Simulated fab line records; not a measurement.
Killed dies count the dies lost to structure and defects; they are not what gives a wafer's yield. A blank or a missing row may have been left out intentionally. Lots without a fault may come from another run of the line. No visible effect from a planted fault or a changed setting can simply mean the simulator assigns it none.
3 desks, one fault :: flow n5-finfet :: only its own numbers are on each desk; what lay behind them is given at the end

## FROM THE METROLOGY DESK
Lot by lot, what the gauges showed, no matter which tool ran the lot: averages of those sampled wafers that carry a number. If a lot's mean is further than 4 standard deviations from the usual mean, the lot is out of limits and carries the mark OUT (the distance appears in the brackets). Readings shown: 7 of its 10, picked as those furthest out on some lot.
Columns: A = DIBL_N at N5_BEOL_M4_RC_MEAS_101, usual 36.4 mV/V; B = DIBL_P at N5_BEOL_M4_RC_MEAS_101, usual 36.1 mV/V; C = IOFF_N at N5_BEOL_M4_RC_MEAS_101, usual 0.156 nA/um; D = IOFF_P at N5_BEOL_M4_RC_MEAS_101, usual 0.21 nA/um; E = SS_N at N5_BEOL_M4_RC_MEAS_101, usual 71.5 mV/dec; F = VT_N at N5_BEOL_M4_RC_MEAS_101, usual 250.0 mV; G = VT_P at N5_BEOL_M4_RC_MEAS_101, usual -250 mV
lot: L407
first seen here: day 7 22:36
A: 36.5
B: 37.6
C: 0.163
D: 0.21
E: 71.4
F: 250.6
G: -251

lot: L411
first seen here: day 8 21:00
A: 36.4
B: 38.4
C: 0.182
D: 0.24
E: 71.8
F: 247.3
G: -249

lot: L415
first seen here: day 9 11:13
A: 37.7
B: 37.9
C: 0.173
D: 0.21
E: 71.8
F: 248.8
G: -249

lot: L418
first seen here: day 10 16:43
A: 39.3
B: 39.2
C: 0.201
D: 0.27
E: 72.3
F: 245.3
G: -246

lot: L420
first seen here: day 11 02:11
A: 37.1
B: 36.0
C: 0.145
D: 0.17
E: 71.8
F: 250.7
G: -259

lot: L424
first seen here: day 11 17:59
A: 35.9
B: 35.4
C: 0.142
D: 0.20
E: 71.0
F: 249.2
G: -249

lot: L426
first seen here: day 12 12:56
A: 37.3
B: 36.2
C: 0.170
D: 0.24
E: 71.5
F: 248.3
G: -247

lot: L428
first seen here: day 13 12:59
A: 36.3
B: 35.5
C: 0.138
D: 0.19
E: 71.4
F: 252.9
G: -254

lot: L430
first seen here: day 14 02:44
A: 35.3
B: 35.0
C: 0.146
D: 0.18
E: 71.6
F: 249.4
G: -254
This desk found nothing out of limits on any of the 9 lots.

## AT THE TOOL OWNER'S DESK: litho-track-02
The tool's own readings at N5_MOL_CONTACT_COAG_COAT_103 (time 60 s, resist thk 80 nm): means of the sampled wafers that have a number, for each lot that ran on this tool. If a lot's mean is further than 4 standard deviations from the usual mean, the lot is out of limits and carries the mark OUT (the distance appears in the brackets).
Columns: A = exhaust-pa at N5_MOL_CONTACT_COAG_COAT_103, usual 45.2 Pa; B = spin-speed-rpm at N5_MOL_CONTACT_COAG_COAT_103, usual 1500.1 rpm
lot: L407
first seen here: day 4 20:54
A: 44.9
B: 1500.1

lot: L411
first seen here: day 5 16:09
A: 43.6
B: 1499.9

lot: L418
first seen here: day 7 16:32
A: 44.6
B: 1500.2

lot: L424
first seen here: day 8 23:28
A: 45.7
B: 1660.2 (+99 or more) OUT

lot: L426
first seen here: day 9 09:53
A: 46.1
B: 1661.7 (+99 or more) OUT
This desk finds L424, L426 out of limits, L424 being first, at day 8 23:28 (spin-speed-rpm at N5_MOL_CONTACT_COAG_COAT_103). L407, L411, L418: within limits.

## THE DEFECT DESK
Per lot, the means of the sampled wafers with a number show what the inspections along the route counted. If a lot's mean is further than 4 standard deviations from the usual mean, the lot is out of limits and carries the mark OUT (the distance appears in the brackets).
Columns: A = raw-defect-count at N5_MOL_CONTACT_COAG_INSPECT_10, usual 70
lot: L407
first seen here: day 4 21:16
A: 53

lot: L411
first seen here: day 5 16:30
A: 67

lot: L415
first seen here: day 6 14:42
A: 52

lot: L418
first seen here: day 7 16:54
A: 46

lot: L420
first seen here: day 7 20:38
A: 37

lot: L424
first seen here: day 8 23:51
A: 83

lot: L426
first seen here: day 9 10:14
A: 40

lot: L428
first seen here: day 9 21:55
A: 53

lot: L430
first seen here: day 10 07:25
A: 71
This desk found nothing out of limits on any of the 9 lots.

## BROUGHT TOGETHER
The tool owner's desk had the chance to raise an alarm at day 8 23:28 on L424, L426.
From the metrology desk's view, nothing was out of limits.
Nothing the defect desk looked at was out of limits.
The metrology desk holds a record of L424, L426, inside its limits.
The defect desk has L424, L426 on record, within its limits.
Every lot named ran N5_MOL_CONTACT_COAG_COAT_103 on litho-track-02.

## WHAT WAS PUT IN BY THE SIMULATOR
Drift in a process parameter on litho-track-02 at N5_MOL_CONTACT_COAG_COAT_103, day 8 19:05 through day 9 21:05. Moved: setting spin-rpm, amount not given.
Lots struck among those shown: L424, L426.
Delay in hours, fault start to first out-of-limits reading, by desk: the tool owner's desk at 4.
